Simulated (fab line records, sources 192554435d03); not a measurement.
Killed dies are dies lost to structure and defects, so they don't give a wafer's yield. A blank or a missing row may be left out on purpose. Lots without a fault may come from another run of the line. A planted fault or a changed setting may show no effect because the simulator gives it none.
Split-lot experiment | flow n5_finfet | 7 lots, 39 wafers read, on a route of 1938 steps

THE SPLIT
At N5_MOL_CONTACT_COAG_EXPOSE_37 (exposes mask VD, defocus 0 nm), the setting dose_mj was moved away from the recipe's 62 on 12 of the 39 wafers read, by -7.8% to -4.5%. The other wafers ran this setting at the recipe's value.

FROM THE SPLIT TO THE READING: what the file shows between them, 2 steps
- N5_MOL_CONTACT_COAG_PEB_38: peb time 60 s
- N5_MOL_CONTACT_COAG_DEVELOP_39: develop time 30 s

THE READING
cd_nm, in nm, at N5_MOL_CONTACT_COAG_CD_MEAS_40 (target cd 25.1 nm). Fault-free wafers of this fab line usually give 25.04 nm, standard deviation 0.29 nm.

wafer  | tool, chamber at the split | dose_mj as run | against the recipe | cd_nm, nm | against lot-mates on the recipe
L077.1 | euv_scanner-02, 0          | 62             | recipe             | 25.08     | -
L077.2 | euv_scanner-02, 0          | 62             | recipe             | 25.44     | -
L077.3 | euv_scanner-02, 0          | 59.22          | -4.5%              | 24.09     | -1.25
L077.4 | euv_scanner-02, 0          | 62             | recipe             | 25.49     | -
L077.5 | euv_scanner-02, 0          | 59.22          | -4.5%              | 24.26     | -1.08
L077.6 | euv_scanner-02, 0          | 59.22          | -4.5%              | 24.40     | -0.94
L079.1 | euv_scanner-01, 0          | 62             | recipe             | 25.00     | -
L079.3 | euv_scanner-01, 0          | 62             | recipe             | 25.34     | -
L079.5 | euv_scanner-01, 0          | 62             | recipe             | 25.58     | -
L085.1 | euv_scanner-01, 0          | 58.37          | -5.9%              | 24.37     | -1.02
L085.2 | euv_scanner-01, 0          | 62             | recipe             | 25.06     | -
L085.3 | euv_scanner-01, 0          | 62             | recipe             | 25.81     | -
L085.4 | euv_scanner-01, 0          | 58.37          | -5.9%              | 24.47     | -0.92
L085.5 | euv_scanner-01, 0          | 62             | recipe             | 25.31     | -
L085.6 | euv_scanner-01, 0          | 58.37          | -5.9%              | 24.43     | -0.96
L092.1 | euv_scanner-02, 0          | 57.14          | -7.8%              | 23.05     | -1.95
L092.2 | euv_scanner-02, 0          | 57.14          | -7.8%              | 23.40     | -1.60
L092.3 | euv_scanner-02, 0          | 57.14          | -7.8%              | 23.45     | -1.55
L092.4 | euv_scanner-02, 0          | 62             | recipe             | 24.89     | -
L092.5 | euv_scanner-02, 0          | 62             | recipe             | 24.86     | -
L092.6 | euv_scanner-02, 0          | 62             | recipe             | 25.24     | -
L093.1 | euv_scanner-02, 0          | 57.51          | -7.2%              | 23.67     | -1.47
L093.2 | euv_scanner-02, 0          | 57.51          | -7.2%              | 23.29     | -1.85
L093.3 | euv_scanner-02, 0          | 62             | recipe             | 24.94     | -
L093.4 | euv_scanner-02, 0          | 62             | recipe             | 25.17     | -
L093.5 | euv_scanner-02, 0          | 62             | recipe             | 25.30     | -
L093.6 | euv_scanner-02, 0          | 57.51          | -7.2%              | 23.35     | -1.79
L094.1 | euv_scanner-01, 0          | 62             | recipe             | 24.93     | -
L094.2 | euv_scanner-01, 0          | 62             | recipe             | 24.84     | -
L094.3 | euv_scanner-01, 0          | 62             | recipe             | 25.49     | -
L094.4 | euv_scanner-01, 0          | 62             | recipe             | 24.41     | -
L094.5 | euv_scanner-01, 0          | 62             | recipe             | 24.73     | -
L094.6 | euv_scanner-01, 0          | 62             | recipe             | 24.82     | -
L096.1 | euv_scanner-01, 0          | 62             | recipe             | 24.41     | -
L096.2 | euv_scanner-01, 0          | 62             | recipe             | 25.07     | -
L096.3 | euv_scanner-01, 0          | 62             | recipe             | 24.62     | -
L096.4 | euv_scanner-01, 0          | 62             | recipe             | 25.06     | -
L096.5 | euv_scanner-01, 0          | 62             | recipe             | 25.31     | -
L096.6 | euv_scanner-01, 0          | 62             | recipe             | 24.77     | -

THE FIT
A straight line over all 39 wafers: cd_nm changes by +0.2 nm for each +1% of dose_mj; r = +0.87; the points scatter about the line by 0.34 nm.
The same after taking each lot's own level away (the mean of its wafers on the recipe; 39 wafers): +0.215 nm for each +1%; r = +0.93; scatter 0.26 nm.
On that fit, the largest move of dose_mj shifts the reading by 1.7 nm.
The lots' own levels span 24.870 to 25.393 nm, that is 1.8 times the standard deviation above.
So the lot-to-lot level changes the slope little: the two slopes agree.
Check: with one of the wafers moved furthest among these (-7.8%) left out of the fit, the line predicts -1.65 nm for it against its lot-mates. It came out at -1.95 nm against them.

OTHER SPLITS ON THESE WAFERS
These wafers also went through other splits before the reading. Each is held against what the fit with the lots' levels taken away leaves over:
other split on the same wafers        | wafers away from the commonest value | r with cd_nm (lot level and that fit taken away)
N5_DUMMY_GATE_ETCH_31 target_depth_a  | 18                                   | -0.10
N5_SD_EPI_N_ETCH_35 source_w          | 15                                   | +0.17
N5_SD_EPI_P_ETCH_36 bias_w            | 9                                    | +0.22
N5_MOL_CONTACT_COAG_EXPOSE_05 dose_mj | 18                                   | +0.23

THE FILE'S OWN FIT
cd_nm changes by +0.215 nm for each +1% of dose_mj, r = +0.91.
